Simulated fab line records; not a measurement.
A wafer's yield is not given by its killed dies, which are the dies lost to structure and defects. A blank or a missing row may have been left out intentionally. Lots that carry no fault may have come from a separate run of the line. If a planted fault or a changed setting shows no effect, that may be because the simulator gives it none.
Split-lot trial | flow n5Finfet | 21 wafers read across 7 lots, on a route 1938 steps long

ON THE SPLIT
At N5_HKMG_FIN_EXPOSE_09 (exposes mask NWFM), the setting doseMj was moved away from the recipe's 39.25 on 7 of the 21 wafers read, by -6.9% to +3.5%. The other wafers ran this setting at the recipe's value.

FROM THE SPLIT TO THE READING: what the file shows between them, 2 steps
- N5_HKMG_FIN_PEB_10: peb time 60 s
- N5_HKMG_FIN_DEVELOP_11: develop time 30 s

THE READING
cdNm, in nm, at N5_HKMG_FIN_CD_MEAS_12 (target cd 92.8 nm). A value of 92.9 nm with a standard deviation of 0.58 nm is what fault-free wafers of this fab line usually give.

wafer  | tool, chamber at the split | doseMj as run | against the recipe | cdNm, nm | against lot-mates on the recipe
L076.2 | arfiScanner-03, 0          | 40.63         | +3.5%              | 94.1     | +1.5
L076.4 | arfiScanner-03, 0          | 40.63         | +3.5%              | 94.1     | +1.5
L076.5 | arfiScanner-03, 0          | 39.25         | recipe             | 92.6     | -
L083.3 | arfiScanner-03, 0          | 39.25         | recipe             | 93.7     | -
L083.4 | arfiScanner-03, 0          | 39.25         | recipe             | 93.4     | -
L083.5 | arfiScanner-03, 0          | 40.09         | +2.1%              | 95.0     | +1.4
L085.3 | arfiScanner-01, 0          | 36.71         | -6.5%              | 89.9     | -3.3
L085.4 | arfiScanner-01, 0          | 39.25         | recipe             | 93.0     | -
L085.5 | arfiScanner-01, 0          | 39.25         | recipe             | 93.5     | -
L086.1 | arfiScanner-01, 0          | 39.25         | recipe             | 92.7     | -
L086.3 | arfiScanner-01, 0          | 39.25         | recipe             | 91.7     | -
L086.5 | arfiScanner-01, 0          | 39.25         | recipe             | 91.9     | -
L088.2 | arfiScanner-01, 0          | 39.25         | recipe             | 92.9     | -
L088.3 | arfiScanner-01, 0          | 37.21         | -5.2%              | 89.8     | -3.1
L088.6 | arfiScanner-01, 0          | 37.21         | -5.2%              | 90.5     | -2.4
L089.1 | arfiScanner-03, 0          | 39.25         | recipe             | 93.1     | -
L089.3 | arfiScanner-03, 0          | 36.55         | -6.9%              | 88.8     | -4.2
L089.4 | arfiScanner-03, 0          | 39.25         | recipe             | 93.0     | -
L095.2 | arfiScanner-01, 0          | 39.25         | recipe             | 92.0     | -
L095.3 | arfiScanner-01, 0          | 39.25         | recipe             | 92.5     | -
L095.5 | arfiScanner-01, 0          | 39.25         | recipe             | 92.5     | -

THE FIT
A straight line over all 21 wafers: cdNm changes by +0.505 nm for each +1% of doseMj; r = +0.92; the points scatter about the line by 0.61 nm.
The same after taking each lot's own level away (the mean of its wafers on the recipe; 21 wafers): +0.537 nm for each +1%; r = +0.98; scatter 0.31 nm.
On that fit, the largest move of doseMj shifts the reading by 3.7 nm.
The span of the lots' own levels, 92.10 to 93.55 nm, comes to 2.5 times the standard deviation stated above.
The two slopes agree, so the slope changes little with the lot-to-lot level.
Check: for one of the wafers moved furthest among these (-6.9%), held out of the fit, the line's prediction against its lot-mates is -3.53 nm. It came out at -4.25 nm against them.

FURTHER SPLITS ON THESE WAFERS
These wafers also went through other splits before the reading. Each is held against what the fit with the lots' levels taken away leaves over:
other split on the same wafers | wafers away from the commonest value | r with cdNm (lot level and that fit taken away)
N5_SD_EPI_P_EPI_21 tempC       | 9                                    | +0.12
N5_SD_ACTIVATION_LSA_01 tempC  | 4                                    | +0.09
N5_HKMG_FIN_COAT_43 spinRpm    | 6                                    | -0.23
N5_HKMG_FIN_ETCH_55 timeS      | 6                                    | -0.13

FILE'S OWN FIT
cdNm changes by +0.552 nm for each +1% of doseMj, r = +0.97.
